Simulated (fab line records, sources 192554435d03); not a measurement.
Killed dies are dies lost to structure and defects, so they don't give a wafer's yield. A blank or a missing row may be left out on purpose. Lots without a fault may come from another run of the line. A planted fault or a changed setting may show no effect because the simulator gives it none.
fab line records | flow n5_finfet
record lots=23 wafers=69 last_day=20
route steps=1938 shown BEOL_M1@840 BEOL_M2@844
lots that met no fault: from a run of the same line without faults
start_h: hours from the record's first day to the start of the lot's first wafer shown | wait_h: hours since the lot's step before | " the same as in the row above | L1.1+2: a row that stands for several wafers | - no value, or no start given | * or withheld: withheld | < > ~ a bound
route shown NAME@n: a module of which the file shows steps, and the number in the route of the first | usual: mean/standard deviation of fault-free wafers | same: alike in all rows | chamber/n: place in a boat | sites: the reading at each site | _std_site: their standard deviation | _edge_site: outer sites' mean less inner sites' | radius_mm: how far each site lies from the wafer's centre | mask NAME#n: copy n | behind: the tool/chamber that last shaped the wafer | hold: why the lot was held/for how many hours/how that ended | device: the transistor (n, p or np) that didn't switch | end of line: the same wafers' tests at the end of the route | a step without rows: its recipe alone | killed: dies lost to structure and defects at the first sort, not the wafer's yield | map: a wafer's dies, x killed, . not, _ none there
set.NAME: the setting as run; set.NAME@STEP: as run at that earlier step | model.NAME: the simulator's own value behind a step, which no gauge read
steps of the route over a sample of lots; a table a step, a row a wafer
services: from which hour (start_h, from the record's first day; less than 0 if before it) a tool's chamber was out of use, for how many hours, and why
## steps
# step N5_BEOL_M1_INSPECT_59
# recipe inspect_instrument=darkfield mode=post_dep
# usual raw_defect_count=73/22
# columns lot.wafer tool chamber start_h wait_h raw_defect_count
L074.3 defect_inspect-01 - 138.49 0.0 77
L074.4 " - " " 73
L074.5 " - " " 92
L076.1 defect_inspect-02 - 166.75 0.0 68
L076.4 " - " " 67
L076.6 " - " " 60
L075.2 defect_inspect-02 - 169.36 0.0 62
L075.4 " - " " 76
L075.6 " - " " 67
L077.1 defect_inspect-02 - 171.37 0.0 65
L077.2 " - " " 73
L077.5 " - " " 81
L078.1 defect_inspect-02 - 174.85 0.0 124
L078.3 " - " " 92
L078.4 " - " " 64
L080.1 defect_inspect-02 - 186.53 0.0 63
L080.2 " - " " 78
L080.5 " - " " 95
L081.1 defect_inspect-01 - 188.12 0.0 57
L081.3 " - " " 62
L081.4 " - " " 64
L082.3 defect_inspect-02 - 194.09 0.0 57
L082.5 " - " " 98
L082.6 " - " " 85
L083.1 defect_inspect-02 - 202.09 0.0 62
L083.5 " - " " 56
L083.6 " - " " 27
L084.3 defect_inspect-01 - 204.94 0.0 78
L084.5 " - " " 59
L084.6 " - " " 123
L085.3 defect_inspect-02 - 208.10 0.0 55
L085.4 " - " " 80
L085.6 " - " " 59
L086.2 defect_inspect-01 - 219.13 0.0 63
L086.3 " - " " 36
L086.6 " - " " 76
L087.3 defect_inspect-01 - 220.35 0.0 133
L087.4 " - " " 94
L087.6 " - " " 54
L088.3 defect_inspect-02 - 228.49 0.0 88
L088.5 " - " " 63
L088.6 " - " " 74
L089.2 defect_inspect-01 - 228.63 0.0 81
L089.4 " - " " 114
L089.5 " - " " 57
L091.1 defect_inspect-01 - 246.84 0.0 97
L091.3 " - " " 88
L091.4 " - " " 80
L092.2 defect_inspect-01 - 247.21 0.0 68
L092.3 " - " " 55
L092.4 " - " " 91
L093.3 defect_inspect-02 - 256.04 0.0 124
L093.5 " - " " 55
L093.6 " - " " 57
L095.1 defect_inspect-02 - 268.82 0.0 59
L095.4 " - " " 52
L095.6 " - " " 67
L079.1 defect_inspect-02 - 273.91 0.0 66
L079.2 " - " " 144
L079.6 " - " " 95
L097.1 defect_inspect-01 - 274.84 0.0 62
L097.2 " - " " 71
L097.6 " - " " 65
L096.1 defect_inspect-02 - 279.33 0.0 38
L096.3 " - " " 51
L096.6 " - " " 84
L094.1 defect_inspect-01 - 286.74 0.0 76
L094.2 " - " " 65
L094.6 " - " " 71
# step N5_BEOL_M2_HM_DEP_02
# recipe material=TiN target_thk_a=200 temp_c=25 chamber_pressure_pa=0.49996
# usual substrate_temp_c=24.99/0.12 throttle_valve_pct=29.9/0.91
# columns lot.wafer tool chamber start_h wait_h substrate_temp_c throttle_valve_pct
L074.3 pvd_sputter-01 - 139.45 0.8 25.02 29.7
L074.4 " - " " 24.88 28.6
L074.5 " - " " 24.82 30.3
L076.1 pvd_sputter-03 - 167.18 0.3 24.97 30.9
L076.4 " - " " 25.05 31.1
L076.6 " - " " 25.00 29.4
L075.2 pvd_sputter-02 - 170.74 1.2 24.81 30.2
L075.4 " - " " 24.91 27.2
L075.6 " - " " 24.86 30.4
L077.1 pvd_sputter-03 - 171.83 0.3 24.92 29.4
L077.2 " - " " 24.99 31.1
L077.5 " - " " 24.90 29.5
L078.1 pvd_sputter-03 - 175.21 0.2 25.04 30.9
L078.3 " - " " 24.99 29.1
L078.4 " - " " 24.91 30.5
L080.1 pvd_sputter-01 - 187.57 0.9 24.87 30.1
L080.2 " - " " 24.87 29.5
L080.5 " - " " 24.87 29.8
L081.1 pvd_sputter-01 - 188.77 0.5 25.17 30.3
L081.3 " - " " 24.88 28.8
L081.4 " - " " 25.11 29.6
L082.3 pvd_sputter-02 - 196.70 2.5 25.23 30.1
L082.5 " - " " 25.11 30.1
L082.6 " - " " 25.20 30.2
L083.1 pvd_sputter-01 - 203.75 1.5 25.10 30.6
L083.5 " - " " 25.12 30.7
L083.6 " - " " 24.96 29.7
L084.3 pvd_sputter-03 - 205.21 0.1 25.06 30.6
L084.5 " - " " 25.04 29.0
L084.6 " - " " 25.11 29.7
L085.3 pvd_sputter-01 - 209.94 1.7 25.02 29.7
L085.4 " - " " 25.07 30.5
L085.6 " - " " 25.09 30.0
L086.2 pvd_sputter-03 - 219.85 0.5 25.03 30.9
L086.3 " - " " 24.80 28.8
L086.6 " - " " 24.91 30.6
L087.3 pvd_sputter-03 - 220.57 0.0 25.07 30.7
L087.4 " - " " 25.30 29.0
L087.6 " - " " 24.93 30.9
L088.3 pvd_sputter-03 - 229.39 0.7 25.06 30.4
L088.5 " - " " 25.04 31.0
L088.6 " - " " 24.90 29.1
L089.2 pvd_sputter-03 - 229.65 0.8 25.08 29.1
L089.4 " - " " 24.96 31.0
L089.5 " - " " 25.22 28.9
L091.1 pvd_sputter-01 - 248.79 1.8 24.80 30.3
L091.3 " - " " 24.92 29.7
L091.4 " - " " 25.13 30.6
L092.2 pvd_sputter-03 - 248.93 1.6 24.87 29.3
L092.3 " - " " 25.00 31.0
L092.4 " - " " 25.00 30.8
L093.3 pvd_sputter-02 - 257.49 1.3 25.07 30.0
L093.5 " - " " 24.94 27.3
L093.6 " - " " 25.05 29.9
L095.1 pvd_sputter-01 - 269.55 0.6 24.74 28.7
L095.4 " - " " 24.75 29.7
L095.6 " - " " 24.89 30.1
L079.1 pvd_sputter-03 - 274.86 0.8 25.06 29.6
L079.2 " - " " 25.05 29.2
L079.6 " - " " 25.02 30.7
L097.1 pvd_sputter-03 - 275.50 0.5 25.01 30.6
L097.2 " - " " 24.87 29.6
L097.6 " - " " 24.99 30.8
L096.1 pvd_sputter-01 - 280.79 1.3 25.01 30.6
L096.3 " - " " 24.83 28.7
L096.6 " - " " 25.08 28.6
L094.1 pvd_sputter-02 - 287.39 0.5 25.01 27.0
L094.2 " - " " 25.04 30.8
L094.6 " - " " 24.96 30.1
# step N5_BEOL_M2_ETCH_64
# recipe chemistry=N2/H2 target=SOC target_depth_a=750 overetch_a=225 mask_material=SiARC temp_c=40 time_s=121.9 ion_energy_ev=200 pressure_mtorr=30 source_w=840 bias_w=150 n2_flow_sccm=200 h2_flow_sccm=200
# usual drypump_motor_current_A=5.8/0.44 oes_product_au=0.56/0.048 rf_vpp_V=524.2/1.5 showerhead_plenum_p_Torr=2.55/0.051 throttle_valve_pct=17.82/0.19
# columns lot.wafer tool chamber start_h wait_h drypump_motor_current_A oes_product_au rf_hours_counter_h rf_vpp_V showerhead_plenum_p_Torr throttle_valve_pct
L074.3 rie_diel-05 1 146.30 0.0 6.3 0.67 27 521.8 2.49 17.36
L074.4 " 2 " " 5.7 0.56 185 523.3 2.53 17.61
L074.5 " 2 " " 5.7 0.56 - 522.9 2.53 17.60
L076.1 rie_diel-02 3 167.91 0.0 5.8 0.53 221 526.2 2.62 18.02
L076.4 " 0 " " 6.2 0.65 53 524.3 2.58 17.66
L076.6 " 3 " " 5.8 0.54 - 527.1 2.62 18.03
L075.2 rie_diel-05 3 171.35 0.0 5.5 0.56 166 527.6 2.65 17.75
L075.4 " 2 " " 5.7 0.55 195 523.1 2.52 17.63
L075.6 " 2 " " 5.7 0.55 - 522.6 2.52 17.64
L077.1 rie_diel-02 1 172.43 0.0 5.7 0.56 171 523.8 2.54 17.93
L077.2 " 0 " " 6.2 0.65 56 526.9 2.58 17.66
L077.5 " 2 " " 4.9 0.56 - 523.0 2.54 18.09
L078.1 rie_diel-02 1 175.81 0.0 5.7 0.56 173 523.2 2.54 17.92
L078.3 " 0 " " 6.2 0.65 57 523.4 2.58 17.65
L078.4 " 3 " " 5.8 0.54 224 526.2 2.62 18.03
L080.1 rie_diel-02 2 188.34 0.0 4.9 0.57 163 523.7 2.54 18.09
L080.2 " 1 " " 5.6 0.56 177 523.0 2.54 17.93
L080.5 " 0 " " 6.2 0.65 - 524.2 2.57 17.67
L081.1 rie_diel-04 0 189.72 0.0 6.0 0.52 228 523.3 2.51 17.76
L081.3 " 1 " " 5.3 0.53 211 525.8 2.63 17.80
L081.4 " 3 " " 5.3 0.52 219 525.5 2.62 18.02
L082.3 rie_diel-02 2 197.37 0.0 4.9 0.56 166 523.9 2.53 18.11
L082.5 " 0 " " 6.2 0.64 - 525.2 2.57 17.68
L082.6 " 1 " " 5.7 0.55 - 523.1 2.54 17.95
L083.1 rie_diel-04 0 205.10 0.0 6.0 0.51 233 523.6 2.51 17.79
L083.5 " 0 " " 6.0 0.51 - 523.6 2.51 17.80
L083.6 " 1 " " 5.3 0.53 - 526.2 2.62 17.81
L084.3 rie_diel-04 2 205.99 0.0 6.3 0.56 194 524.2 2.52 17.77
L084.5 " 3 " " 5.4 0.52 - 525.8 2.61 18.05
L084.6 " 2 " " 6.3 0.56 - 523.8 2.52 17.78
L085.3 rie_diel-05 3 210.54 0.0 5.5 0.56 178 526.6 2.64 17.77
L085.4 " 1 " " 6.3 0.64 53 521.6 2.48 17.41
L085.6 " 3 " " 5.5 0.56 - 526.8 2.64 17.76
L086.2 rie_diel-04 3 220.45 0.0 5.4 0.52 232 525.6 2.61 18.03
L086.3 " 0 " " 6.0 0.51 241 523.1 2.51 17.81
L086.6 " 0 " " 6.0 0.51 - 523.0 2.51 17.81
L087.3 rie_diel-02 0 221.30 0.0 6.2 0.63 75 525.6 2.57 17.70
L087.4 " 2 " " 4.9 0.55 - 523.3 2.53 18.12
L087.6 " 3 " " 5.8 0.52 - 525.2 2.61 18.07
L088.3 rie_diel-04 1 229.99 0.0 5.3 0.53 227 524.8 2.62 17.83
L088.5 " 0 " " 6.0 0.50 - 523.0 2.51 17.81
L088.6 " 3 " " 5.4 0.51 - 525.4 2.61 18.04
L089.2 rie_diel-04 2 230.29 0.0 6.2 0.56 202 523.7 2.52 17.82
L089.4 " 1 " " 5.3 0.52 228 526.4 2.62 17.82
L089.5 " 3 " " 5.3 0.51 - 525.6 2.61 18.05
L091.1 rie_diel-05 3 249.40 0.0 5.5 0.55 194 526.0 2.63 17.79
L091.3 " 1 " " 6.3 0.62 66 522.6 2.47 17.44
L091.4 " 2 " " 5.7 0.54 224 522.9 2.51 17.68
L092.2 rie_diel-05 2 249.90 0.0 5.7 0.54 224 523.1 2.51 17.68
L092.3 " 0 " " 6.1 0.55 157 522.4 2.54 17.87
L092.4 " 1 " " 6.3 0.63 66 522.5 2.47 17.43
L093.3 rie_diel-05 3 258.21 0.0 5.5 0.55 196 525.9 2.63 17.80
L093.5 " 3 " " 5.5 0.55 - 526.2 2.63 17.80
L093.6 " 0 " " 6.1 0.55 - 524.9 2.54 17.85
L095.1 rie_diel-04 3 270.17 0.0 5.3 0.50 249 525.2 2.60 18.06
L095.4 " 0 " " 6.0 0.72 2 522.8 2.50 17.41
L095.6 " 1 " " 5.3 0.51 - 524.0 2.61 17.85
L079.1 rie_diel-04 2 275.48 0.0 6.3 0.55 222 522.3 2.51 17.84
L079.2 " 1 " " 5.3 0.52 247 526.5 2.61 17.86
L079.6 " 1 " " 5.3 0.51 - 524.0 2.61 17.86
L097.1 rie_diel-05 0 276.29 0.0 6.2 0.54 165 524.5 2.53 17.86
L097.2 " 1 " " 6.3 0.62 75 521.4 2.47 17.46
L097.6 " 2 " " 5.7 0.53 - 523.8 2.50 17.68
L096.1 rie_diel-05 3 281.47 0.0 5.5 0.54 205 526.7 2.63 17.81
L096.3 " 0 " " 6.2 0.55 167 523.8 2.53 17.88
L096.6 " 1 " " 6.4 0.61 - 521.9 2.47 17.47
L094.1 rie_diel-02 2 287.99 0.0 4.9 0.53 211 522.4 2.52 18.18
L094.2 " 0 " " 6.2 0.61 106 525.0 2.55 17.76
L094.6 " 1 " " 5.6 0.54 - 523.4 2.52 18.02
# step N5_BEOL_M2_STRIP_19
# recipe chemistry=O2 power_w=400 temp_c=40 pressure_mtorr=30 rf_frequency_hz=6e+07 bias_power_w=0 overash_fraction=0.2 o2_flow_sccm=225
# usual drypump_motor_current_A=5.8/0.41 o2_flow_sccm=224.9/0.67 oes_product_au=0.73/0.061 rf_vpp_V=3.7/0.45 showerhead_plenum_p_Torr=2.11/0.04 throttle_valve_pct=16.67/0.13
# columns lot.wafer tool chamber start_h wait_h drypump_motor_current_A o2_flow_sccm oes_product_au rf_hours_counter_h rf_vpp_V showerhead_plenum_p_Torr throttle_valve_pct
L074.3 rie_diel-02 2 146.75 0.2 4.9 223.2 0.76 146 3.9 2.10 16.89
L074.4 " 3 " " 5.8 224.3 0.71 214 2.9 2.15 16.79
L074.5 " 2 " " 4.9 224.0 0.76 - 3.5 2.10 16.89
L076.1 rie_diel-04 2 168.26 0.1 6.2 223.7 0.74 179 3.6 2.09 16.72
L076.4 " 0 " " 6.0 225.2 0.68 219 4.1 2.07 16.60
L076.6 " 1 " " 5.3 225.5 0.72 - 2.9 2.16 16.61
L075.2 rie_diel-04 1 171.72 0.1 5.3 225.4 0.71 204 3.7 2.16 16.62
L075.4 " 0 " " 6.0 225.2 0.69 220 2.9 2.07 16.61
L075.6 " 3 " " 5.4 225.3 0.68 - 3.6 2.16 16.81
L077.1 rie_diel-02 2 172.80 0.2 4.9 225.4 0.75 157 3.2 2.10 16.90
L077.2 " 1 " " 5.7 224.8 0.73 171 3.4 2.08 16.71
L077.5 " 0 " " 6.2 225.5 0.86 - 3.3 2.13 16.59
L078.1 rie_diel-04 3 176.19 0.2 5.4 224.6 0.68 215 4.3 2.15 16.80
L078.3 " 0 " " 6.0 224.0 0.68 222 3.6 2.07 16.61
L078.4 " 1 " " 5.4 224.7 0.70 206 2.8 2.15 16.61
L080.1 rie_diel-04 1 188.63 0.1 5.3 225.8 0.69 210 3.9 2.15 16.61
L080.2 " 0 " " 6.0 224.6 0.68 227 3.7 2.07 16.62
L080.5 " 1 " " 5.4 225.1 0.70 - 2.7 2.15 16.61
L081.1 rie_diel-04 1 190.11 0.2 5.3 225.5 0.70 211 3.5 2.15 16.63
L081.3 " 2 " " 6.2 224.7 0.74 187 3.5 2.09 16.73
L081.4 " 3 " " 5.3 224.9 0.68 220 3.5 2.15 16.83
L082.3 rie_diel-05 0 197.74 0.1 6.1 223.9 0.74 136 3.6 2.10 16.70
L082.5 " 3 " " 5.5 224.4 0.74 - 3.4 2.17 16.61
L082.6 " 0 " " 6.1 224.4 0.75 - 3.8 2.10 16.71
L083.1 rie_diel-05 0 205.39 0.1 6.1 225.7 0.74 140 3.4 2.10 16.71
L083.5 " 1 " " 6.3 225.6 0.85 - 3.0 2.05 16.39
L083.6 " 2 " " 5.7 225.2 0.71 - 3.8 2.08 16.56
L084.3 rie_diel-04 2 206.27 0.1 6.2 224.8 0.73 194 3.2 2.09 16.73
L084.5 " 2 " " 6.2 224.0 0.73 - 4.8 2.09 16.74
L084.6 " 1 " " 5.3 224.6 0.69 - 4.1 2.15 16.63
L085.3 rie_diel-04 2 210.82 0.1 6.3 225.1 0.73 195 3.2 2.09 16.73
L085.4 " 1 " " 5.3 224.7 0.69 219 3.2 2.15 16.64
L085.6 " 0 " " 6.0 226.3 0.67 - 3.2 2.07 16.62
L086.2 rie_diel-04 3 220.73 0.1 5.3 224.9 0.67 232 2.6 2.15 16.82
L086.3 " 2 " " 6.2 224.8 0.73 199 3.7 2.09 16.74
L086.6 " 0 " " 6.0 225.2 0.67 - 3.5 2.06 16.64
L087.3 rie_diel-02 2 221.59 0.1 4.9 223.5 0.72 178 3.9 2.09 16.93
L087.4 " 0 " " 6.2 225.6 0.83 - 3.8 2.13 16.61
L087.6 " 2 " " 4.9 222.8 0.72 - 4.0 2.09 16.95
L088.3 rie_diel-02 3 230.32 0.1 5.8 224.9 0.69 246 3.3 2.14 16.86
L088.5 " 1 " " 5.7 225.5 0.72 - 3.9 2.07 16.77
L088.6 " 0 " " 6.2 224.4 0.84 - 3.7 2.13 16.62
L089.2 rie_diel-05 0 230.58 0.1 6.1 224.3 0.73 150 3.9 2.10 16.73
L089.4 " 2 " " 5.7 224.6 0.70 217 4.5 2.08 16.60
L089.5 " 0 " " 6.1 225.0 0.72 - 2.9 2.10 16.72
L091.1 rie_diel-05 2 249.78 0.2 5.7 224.3 0.70 224 3.2 2.08 16.60
L091.3 " 1 " " 6.3 224.2 0.83 66 4.0 2.04 16.41
L091.4 " 3 " " 5.5 224.4 0.72 194 4.3 2.16 16.64
L092.2 rie_diel-04 3 250.19 0.1 5.3 226.2 0.66 242 3.3 2.15 16.84
L092.3 " 2 " " 6.2 225.2 0.72 212 3.4 2.08 16.78
L092.4 " 2 " " 6.3 224.6 0.72 - 4.0 2.08 16.77
L093.3 rie_diel-05 3 258.50 0.1 5.5 224.2 0.71 197 3.8 2.16 16.65
L093.5 " 1 " " 6.3 224.9 0.82 - 4.4 2.04 16.42
L093.6 " 2 " " 5.7 225.8 0.70 - 4.0 2.08 16.61
L095.1 rie_diel-05 0 270.45 0.1 6.1 224.3 0.72 163 3.4 2.09 16.76
L095.4 " 1 " " 6.3 224.1 0.84 73 3.6 2.04 16.41
L095.6 " 2 " " 5.7 225.3 0.70 - 3.7 2.08 16.61
L079.1 rie_diel-02 1 275.77 0.1 5.7 224.9 0.70 216 4.1 2.06 16.80
L079.2 " 3 " " 5.8 224.9 0.99 3 4.2 2.14 16.40
L079.6 " 3 " " 5.8 223.9 0.98 - 3.5 2.14 16.39
L097.1 rie_diel-05 1 276.57 0.1 6.3 224.3 0.81 75 3.8 2.04 16.44
L097.2 " 3 " " 5.5 223.2 0.72 203 3.7 2.16 16.67
L097.6 " 2 " " 5.7 225.7 0.70 - 4.0 2.07 16.61
L096.1 rie_diel-05 3 281.88 0.2 5.5 224.7 0.72 205 3.5 2.16 16.68
L096.3 " 0 " " 6.2 224.8 0.72 167 3.5 2.09 16.76
L096.6 " 1 " " 6.3 224.9 0.82 - 2.8 2.04 16.43
L094.1 rie_diel-05 3 288.27 0.1 5.5 224.4 0.71 207 3.3 2.16 16.67
L094.2 " 0 " " 6.1 223.9 0.71 169 4.0 2.09 16.76
L094.6 " 3 " " 5.5 224.3 0.71 - 2.9 2.16 16.68
# step N5_BEOL_M2_ETCH_77
# recipe chemistry=N2/H2 target=underlayer target_depth_a=65 mask_material=CAR-EUV time_s=5.2 ion_energy_ev=200 pressure_mtorr=30 source_w=840 bias_w=150 n2_flow_sccm=200 h2_flow_sccm=200 ends=cleared
# usual drypump_motor_current_A=5.7/0.45 etch_rf_on_time_s=5.20/0.052 oes_product_au=0.63/0.057 rf_vpp_V=524.4/1.8 showerhead_plenum_p_Torr=2.56/0.048 throttle_valve_pct=17.90/0.19
# columns lot.wafer tool chamber start_h wait_h drypump_motor_current_A etch_rf_on_time_s oes_product_au rf_hours_counter_h rf_vpp_V showerhead_plenum_p_Torr throttle_valve_pct
L074.3 rie_diel-05 0 149.04 0.0 6.1 5.21 0.65 117 524.4 2.56 17.85
L074.4 " 2 " " 5.7 5.15 0.64 186 522.9 2.53 17.66
L074.5 " 1 " " 6.3 5.16 0.75 - 522.5 2.49 17.40
L076.1 rie_diel-05 3 168.84 0.0 5.5 5.19 0.64 165 526.9 2.65 17.79
L076.4 " 2 " " 5.7 5.11 0.62 195 522.3 2.52 17.64
L076.6 " 0 " " 6.1 5.14 0.65 - 524.8 2.55 17.84
L075.2 rie_diel-02 3 172.27 0.0 5.8 5.30 0.60 223 527.6 2.62 18.08
L075.4 " 2 " " 4.9 5.22 0.62 157 525.3 2.54 18.15
L075.6 " 0 " " 6.2 5.29 0.72 - 525.4 2.58 17.67
L077.1 rie_diel-02 3 173.35 0.0 5.9 5.20 0.60 223 525.7 2.62 18.07
L077.2 " 0 " " 6.2 5.23 0.73 56 525.2 2.58 17.70
L077.5 " 2 " " 4.9 5.20 0.64 - 522.9 2.54 18.16
L078.1 rie_diel-02 0 176.83 0.0 6.2 5.14 0.74 57 527.1 2.58 17.71
L078.3 " 1 " " 5.7 5.16 0.63 173 523.9 2.54 17.95
L078.4 " 3 " " 5.8 5.21 0.60 224 526.9 2.62 18.09
L080.1 rie_diel-04 2 189.56 0.0 6.2 5.12 0.63 186 525.8 2.52 17.83
L080.2 " 1 " " 5.3 5.20 0.60 211 524.8 2.63 17.83
L080.5 " 3 " " 5.3 5.17 0.59 - 527.0 2.62 18.05
L081.1 rie_diel-02 0 191.19 0.0 6.2 5.23 0.72 63 527.2 2.57 17.71
L081.3 " 2 " " 4.9 5.19 0.62 164 521.9 2.54 18.15
L081.4 " 1 " " 5.7 5.13 0.62 179 524.0 2.54 17.97
L082.3 rie_diel-04 2 198.45 0.0 6.3 5.22 0.63 190 525.9 2.52 17.83
L082.5 " 3 " " 5.3 5.29 0.58 - 526.6 2.62 18.07
L082.6 " 0 " " 6.0 5.23 0.57 - 521.4 2.51 17.85
L083.1 rie_diel-02 1 205.99 0.0 5.7 5.16 0.61 184 524.4 2.53 18.01
L083.5 " 2 " " 4.9 5.19 0.63 - 523.8 2.53 18.14
L083.6 " 3 " " 5.8 5.20 0.59 - 526.5 2.61 18.06
L084.3 rie_diel-04 1 206.82 0.0 5.4 5.20 0.59 219 525.3 2.62 17.85
L084.5 " 0 " " 6.0 5.20 0.58 - 520.7 2.51 17.83
L084.6 " 1 " " 5.4 5.18 0.59 - 526.6 2.62 17.84
L085.3 rie_diel-04 1 211.49 0.0 5.3 5.21 0.59 219 523.2 2.62 17.88
L085.4 " 0 " " 6.0 5.18 0.58 235 521.3 2.51 17.83
L085.6 " 0 " " 6.0 5.19 0.57 - 522.9 2.51 17.83
L086.2 rie_diel-05 0 221.40 0.0 6.1 5.23 0.62 147 526.8 2.54 17.88
L086.3 " 2 " " 5.7 5.22 0.61 214 522.9 2.51 17.69
L086.6 " 2 " " 5.7 5.19 0.61 - 522.7 2.51 17.71
L087.3 rie_diel-04 1 222.23 0.0 5.3 5.18 0.59 225 526.3 2.62 17.85
L087.4 " 2 " " 6.2 5.10 0.63 199 525.1 2.52 17.85
L087.6 " 0 " " 6.0 5.20 0.57 - 523.1 2.51 17.86
L088.3 rie_diel-05 0 231.23 0.0 6.1 5.25 0.63 151 524.3 2.54 17.90
L088.5 " 3 " " 5.5 5.30 0.62 - 525.7 2.64 17.83
L088.6 " 0 " " 6.1 5.24 0.62 - 522.5 2.54 17.89
L089.2 rie_diel-04 1 231.60 0.0 5.3 5.32 0.58 228 527.2 2.62 17.87
L089.4 " 0 " " 6.0 5.25 0.56 - 525.6 2.51 17.85
L089.5 " 1 " " 5.3 5.24 0.58 - 526.7 2.62 17.85
L091.1 rie_diel-04 1 250.46 0.0 5.3 5.24 0.58 237 526.4 2.61 17.86
L091.3 " 2 " " 6.3 5.17 0.61 212 523.1 2.51 17.87
L091.4 " 2 " " 6.3 5.17 0.61 - 524.8 2.51 17.87
L092.2 rie_diel-05 2 250.73 0.0 5.7 5.25 0.60 224 524.2 2.51 17.72
L092.3 " 3 " " 5.5 5.31 0.62 195 526.3 2.63 17.85
L092.4 " 0 " " 6.1 5.19 0.62 157 525.3 2.54 17.89
L093.3 rie_diel-02 1 259.25 0.0 5.7 5.13 0.61 208 521.8 2.52 18.04
L093.5 " 2 " " 4.9 5.25 0.60 - 522.3 2.52 18.22
L093.6 " 1 " " 5.7 5.13 0.61 - 523.8 2.52 18.01
L095.1 rie_diel-02 1 271.38 0.0 5.7 5.17 0.60 214 523.2 2.52 18.05
L095.4 " 3 " " 5.8 5.14 0.84 1 525.9 2.61 17.72
L095.6 " 2 " " 4.9 5.24 0.60 - 522.0 2.52 18.22
L079.1 rie_diel-04 0 276.34 0.0 6.0 5.19 0.80 5 523.7 2.50 17.49
L079.2 " 2 " " 6.3 5.17 0.62 222 522.1 2.51 17.86
L079.6 " 2 " " 6.3 5.17 0.61 - 522.8 2.51 17.89
L097.1 rie_diel-02 1 277.12 0.0 5.7 5.18 0.60 216 525.6 2.52 18.02
L097.2 " 3 " " 5.8 5.09 0.82 4 525.0 2.61 17.69
L097.6 " 1 " " 5.7 5.14 0.60 - 524.4 2.52 18.06
L096.1 rie_diel-05 2 282.82 0.0 5.7 5.14 0.60 236 523.2 2.50 17.74
L096.3 " 3 " " 5.5 5.22 0.62 205 526.9 2.63 17.84
L096.6 " 3 " " 5.5 5.24 0.60 - 525.6 2.63 17.86
L094.1 rie_diel-02 1 288.94 0.0 5.7 5.12 0.60 221 526.3 2.52 18.03
L094.2 " 2 " " 4.9 5.21 0.59 211 525.4 2.52 18.22
L094.6 " 2 " " 4.9 5.20 0.60 - 522.0 2.51 18.23
# step N5_BEOL_M2_SPUTTER_48
# recipe material=Cu target_thk_a=45 temp_c=-20 chamber_pressure_pa=0.07 power_w=withheld time_s=8.29
# usual substrate_temp_c=-19.99/0.1 throttle_valve_pct=29.9/1
# columns lot.wafer tool chamber start_h wait_h substrate_temp_c throttle_valve_pct
L074.3 pvd_sputter-03 - 172.25 0.1 -20.08 31.2
L074.4 " - " " -19.93 30.6
L074.5 " - " " -19.97 29.8
L075.2 pvd_sputter-01 - 201.73 0.1 -20.13 30.4
L075.4 " - " " -20.02 30.6
L075.6 " - " " -20.03 30.2
L076.1 pvd_sputter-02 - 201.81 0.1 -20.17 27.5
L076.4 " - " " -19.99 30.0
L076.6 " - " " -20.04 27.2
L077.1 pvd_sputter-03 - 205.31 0.1 -20.02 28.8
L077.2 " - " " -20.04 31.2
L077.5 " - " " -19.88 29.0
L078.1 pvd_sputter-01 - 207.96 0.1 -20.01 30.5
L078.3 " - " " -20.05 29.6
L078.4 " - " " -19.91 29.0
L081.1 pvd_sputter-01 - 222.50 0.1 -19.96 30.3
L081.3 " - " " -20.08 28.5
L081.4 " - " " -20.07 29.8
L080.1 pvd_sputter-03 - 223.08 0.1 -19.93 28.9
L080.2 " - " " -19.97 31.2
L080.5 " - " " -19.80 31.0
L082.3 pvd_sputter-01 - 225.86 0.1 -20.11 28.6
L082.5 " - " " -19.99 30.5
L082.6 " - " " -20.02 29.9
L083.1 pvd_sputter-01 - 228.53 0.1 -19.96 30.7
L083.5 " - " " -20.00 30.7
L083.6 " - " " -20.21 30.4
L084.3 pvd_sputter-03 - 231.60 0.2 -20.10 29.4
L084.5 " - " " -20.05 31.0
L084.6 " - " " -20.20 30.6
L085.3 pvd_sputter-01 - 238.58 0.1 -19.95 30.2
L085.4 " - " " -20.08 29.9
L085.6 " - " " -20.05 28.9
L086.2 pvd_sputter-03 - 247.09 0.1 -19.97 29.6
L086.3 " - " " -19.81 29.1
L086.6 " - " " -19.97 29.0
L087.3 pvd_sputter-03 - 249.66 0.1 -20.14 28.9
L087.4 " - " " -19.80 29.6
L087.6 " - " " -19.95 29.6
L092.2 pvd_sputter-02 - 252.68 0.2 -20.03 27.2
L092.3 " - " " -20.05 30.1
L092.4 " - " " -19.92 30.7
L088.3 pvd_sputter-02 - 259.83 0.1 -19.76 27.4
L088.5 " - " " -19.88 27.3
L088.6 " - " " -19.86 31.0
L089.2 pvd_sputter-02 - 263.07 0.1 -19.99 27.1
L089.4 " - " " -20.26 29.9
L089.5 " - " " -20.02 29.9
L091.1 pvd_sputter-03 - 276.38 0.2 -19.93 30.7
L091.3 " - " " -20.14 29.6
L091.4 " - " " -19.94 29.0
L093.3 pvd_sputter-02 - 288.17 0.1 -20.16 27.0
L093.5 " - " " -20.06 30.1
L093.6 " - " " -20.11 27.2
L095.1 pvd_sputter-01 - 293.26 0.3 -19.95 30.4
L095.4 " - " " -19.83 30.1
L095.6 " - " " -19.85 30.9
L079.1 pvd_sputter-01 - 298.22 0.1 -19.80 28.8
L079.2 " - " " -19.94 29.7
L079.6 " - " " -19.96 28.6
L097.1 pvd_sputter-03 - 302.72 0.3 -20.13 30.6
L097.2 " - " " -20.01 29.6
L097.6 " - " " -19.97 30.8
L096.1 pvd_sputter-02 - 306.94 0.1 -19.91 27.1
L096.3 " - " " -19.95 30.2
L096.6 " - " " -19.94 30.9
L094.1 pvd_sputter-01 - 307.22 0.2 -19.93 29.8
L094.2 " - " " -19.87 30.4
L094.6 " - " " -19.94 28.9
## services
# columns tool chamber start_h hours kind
pvd_sputter-03 - 118.44 0.6 repair
rie_diel-04 1 137.43 26.9 repair
rie_diel-04 - 140.31 15.6 pm
pvd_sputter-02 - 143.09 2.5 repair
rie_diel-02 - 187.57 0.5 repair
rie_diel-05 1 217.15 4.6 repair
rie_diel-02 1 217.15 5.2 repair
rie_diel-04 3 230.56 7.6 repair
rie_diel-04 0 244.50 - clean
rie_diel-04 0 244.50 - consumable_replace:focus_ring
rie_diel-04 0 244.50 19.1 scheduled_down
rie_diel-04 0 244.50 19.1 vent_cycle
rie_diel-04 2 263.68 2.8 repair
rie_diel-04 3 271.32 - clean
rie_diel-04 3 271.32 - consumable_replace:focus_ring
rie_diel-04 3 271.32 13.8 scheduled_down
rie_diel-04 3 271.32 13.8 vent_cycle
rie_diel-04 - 278.67 4.3 pm
rie_diel-04 1 290.93 - clean
rie_diel-04 1 290.93 - consumable_replace:focus_ring
rie_diel-04 1 290.93 23.5 scheduled_down
rie_diel-04 1 290.93 23.5 vent_cycle
rie_diel-05 1 302.74 4.3 repair
rie_diel-02 2 303.28 3.9 repair
## key
fault none
